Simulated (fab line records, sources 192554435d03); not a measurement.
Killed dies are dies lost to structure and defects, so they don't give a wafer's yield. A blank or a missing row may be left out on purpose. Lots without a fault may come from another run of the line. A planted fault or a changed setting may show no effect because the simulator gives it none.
Chamber matching | flow n5_finfet | N5_BEOL_M0_CUTY_ETCH_62 on rie_diel-06: 4 sister chambers
The step etches SiARC in CF4, time 58.5 s. 24 wafers are shown with their chamber, then 12 later ones without.

WAFERS WITH THEIR CHAMBER
wafer  | chamber | drypump_motor_current_A (A) | etch_rf_on_time_s (s) | throttle_valve_pct (%)
L074.2 | 0       | 5.5                         | 58.4                  | 15.83
L074.3 | 3       | 5.3                         | 57.3                  | 15.59
L074.5 | 0       | 5.5                         | 58.5                  | 15.85
L075.1 | 0       | 5.5                         | 58.6                  | 15.85
L075.5 | 0       | 5.5                         | 58.5                  | 15.85
L075.6 | 1       | 4.9                         | 59.4                  | 15.37
L079.2 | 3       | 5.3                         | 56.6                  | 15.12
L079.5 | 1       | 4.9                         | 58.7                  | 15.40
L079.6 | 2       | 5.5                         | 58.1                  | 15.76
L083.2 | 0       | 5.5                         | 57.1                  | 15.34
L083.5 | 2       | 5.5                         | 58.2                  | 15.78
L083.6 | 3       | 5.3                         | 56.4                  | 15.14
L085.2 | 1       | 4.9                         | 59.3                  | 15.41
L085.3 | 3       | 5.3                         | 55.9                  | 15.16
L085.5 | 1       | 4.9                         | 58.8                  | 15.41
L086.1 | 2       | 5.5                         | 58.3                  | 15.80
L086.5 | 0       | 5.6                         | 56.9                  | 15.35
L086.6 | 1       | 4.9                         | 58.9                  | 15.43
L089.1 | 2       | 5.5                         | 58.3                  | 15.80
L089.2 | 0       | 5.5                         | 57.1                  | 15.36
L089.5 | 0       | 5.6                         | 57.1                  | 15.36
L091.1 | 0       | 5.5                         | 56.5                  | 15.36
L091.2 | 3       | 5.3                         | 56.1                  | 15.19
L091.5 | 3       | 5.3                         | 56.0                  | 15.20

SIGNATURES (means of the wafers above)
reading                 | chamber 0 | chamber 1 | chamber 2 | chamber 3 | scatter within a chamber
drypump_motor_current_A | 5.522     | 4.900     | 5.500     | 5.300     | 0.0279
etch_rf_on_time_s       | 57.633    | 59.020    | 58.225    | 56.383    | 0.611
throttle_valve_pct      | 15.5722   | 15.4040   | 15.7850   | 15.2333   | 0.187
Rule: a wafer's distance from a chamber is the root of the sum, over the readings, of the square of ((its reading less the chamber's mean) divided by the reading's scatter). The wafer belongs to the nearest chamber; if the next one is less than 2 further off, it can't be placed. The scatter: the root of (the sum of the squares of (reading less its chamber's mean) over the shown wafers, divided by (wafers less chambers)).

WAFERS WITHOUT THEIR CHAMBER
wafer  | drypump_motor_current_A (A) | etch_rf_on_time_s (s) | throttle_valve_pct (%)
L092.1 | 4.9                         | 59.9                  | 15.45
L092.2 | 5.5                         | 58.2                  | 15.81
L092.3 | 5.3                         | 56.2                  | 15.18
L093.1 | 5.5                         | 58.2                  | 15.82
L093.4 | 5.3                         | 55.8                  | 15.21
L093.5 | 5.5                         | 57.3                  | 15.39
L094.2 | 5.5                         | 57.0                  | 15.39
L094.4 | 5.3                         | 56.3                  | 15.21
L094.5 | 5.5                         | 58.0                  | 15.82
L096.2 | 4.9                         | 59.7                  | 15.46
L096.3 | 5.3                         | 55.3                  | 15.22
L096.6 | 4.9                         | 59.1                  | 15.46

WHICH CHAMBER EACH WENT THROUGH
wafer  | from the rows above     | in truth
L092.1 | 1                       | 1
L092.2 | can't be placed: 2 or 0 | 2
L092.3 | 3                       | 3
L093.1 | can't be placed: 2 or 0 | 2
L093.4 | 3                       | 3
L093.5 | can't be placed: 0 or 2 | 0
L094.2 | can't be placed: 0 or 2 | 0
L094.4 | 3                       | 3
L094.5 | can't be placed: 2 or 0 | 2
L096.2 | 1                       | 1
L096.3 | 3                       | 3
L096.6 | 1                       | 1
Placed correctly: 7 of 12. Can't be placed from these rows: 5 (the true chamber is among the candidates in 5). Placed wrongly: 0.
